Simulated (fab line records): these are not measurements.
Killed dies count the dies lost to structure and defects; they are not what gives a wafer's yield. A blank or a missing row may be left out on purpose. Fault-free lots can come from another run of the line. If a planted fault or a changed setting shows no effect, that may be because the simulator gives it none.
Matching of chambers    flow nand harc    pecvd-04 running NHARC_P_M2_DEP_33: 3 sister chambers
The step deposits SiCN, target thk 30 nm. 6 wafers are shown with their chamber, then 9 later ones without.

WAFERS WITH THEIR CHAMBER
wafer   chamber  rf fwd power W (W)  heater power w (W)
L085.3  1        448.1               687
L088.5  0        450.5               678
L088.6  2        446.9               622
L090.1  1        448.2               561
L090.2  2        449.4               633
L090.3  0        449.1               658

WAFERS MISSING THEIR CHAMBER
wafer   rf fwd power W (W)  heater power w (W)
L092.1  449.3               695
L092.3  449.5               620
L092.5  446.2               566
L094.1  449.1               600
L094.4  449.1               604
L094.5  449.4               634
L097.1  450.5               645
L097.3  450.3               646
L097.4  452.5               626

THE CHAMBER EACH PASSED THROUGH
wafer   from the rows above           in truth
L092.1  can't be placed: 0 or 2 or 1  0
L092.3  can't be placed: 0 or 1 or 2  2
L092.5  can't be placed: 1 or 2 or 0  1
L094.1  can't be placed: 1 or 2 or 0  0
L094.4  can't be placed: 1 or 2 or 0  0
L094.5  can't be placed: 0 or 2 or 1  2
L097.1  can't be placed: 0 or 2 or 1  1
L097.3  can't be placed: 0 or 2 or 1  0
L097.4  can't be placed: 0 or 2 or 1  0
Placed correctly: 0 of 9. Cannot be placed on the basis of these rows: 9; the candidates contain the true chamber in 9. Placed wrongly: 0.
How it was worked out, from the rows above alone: a wafer's distance from a chamber is the root of the sum, over the readings, of the square of ((its reading less the chamber's mean) divided by the reading's scatter). If the next closest chamber is less than 2 further off than the closest, the wafer can't be placed; otherwise it belongs to the closest. The mean given for a chamber averages the wafers shown for that chamber. The scatter: the root of (the sum of the squares of (reading less its chamber's mean) over the shown wafers, divided by (wafers less chambers)).
